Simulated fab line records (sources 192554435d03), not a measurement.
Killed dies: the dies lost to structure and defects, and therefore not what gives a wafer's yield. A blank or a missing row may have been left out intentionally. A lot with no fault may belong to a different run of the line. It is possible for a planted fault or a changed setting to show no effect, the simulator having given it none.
Chamber matching | flow n5_finfet | pecvd-04 running N5_BEOL_M4_PECVD_72: 3 sister chambers
The step deposits SiO2 from TEOS/O2, target thk 16 nm, time 18 s. 3 wafers are shown with their chamber, then 11 later ones without.

## EACH WAFER AND ITS CHAMBER
wafer  | chamber | showerhead_plenum_p_Torr (Torr)
L086.4 | 0       | 8.76
L087.5 | 2       | 8.78
L088.1 | 1       | 8.73

## WAFERS WITHOUT THEIR CHAMBER
wafer  | showerhead_plenum_p_Torr (Torr)
L088.2 | 8.75
L088.4 | 8.73
L089.2 | 8.77
L089.3 | 8.77
L089.5 | 8.74
L093.4 | 8.74
L093.5 | 8.73
L093.6 | 8.76
L097.1 | 8.78
L097.3 | 8.74
L097.5 | 8.74

## CHAMBER TAKEN BY EACH
wafer  | from the rows above     | in truth
L088.2 | can't be placed: 0 or 1 | 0
L088.4 | 1                       | 1
L089.2 | can't be placed: 0 or 2 | 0
L089.3 | can't be placed: 0 or 2 | 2
L089.5 | can't be placed: 1 or 0 | 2
L093.4 | can't be placed: 1 or 0 | 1
L093.5 | 1                       | 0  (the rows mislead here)
L093.6 | 0                       | 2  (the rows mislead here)
L097.1 | 2                       | 2
L097.3 | can't be placed: 1 or 0 | 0
L097.5 | can't be placed: 1 or 0 | 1
Placed correctly: 2 of 11. From these rows, 7 cannot be placed; in 6 the true chamber is one of the candidates. Placed wrongly: 2.
How it was worked out, from the rows above alone: a wafer's distance from a chamber is the root of the sum, over the readings, of the square of ((its reading less the chamber's mean) divided by the reading's scatter). If the next closest chamber is less than 2 further off than the closest, the wafer can't be placed; otherwise it belongs to the closest. For every chamber, the mean is computed from those of its wafers that are shown. The scatter: root of mean squared gap, hidden wafer to nearest shown wafer, with one shown wafer a chamber.
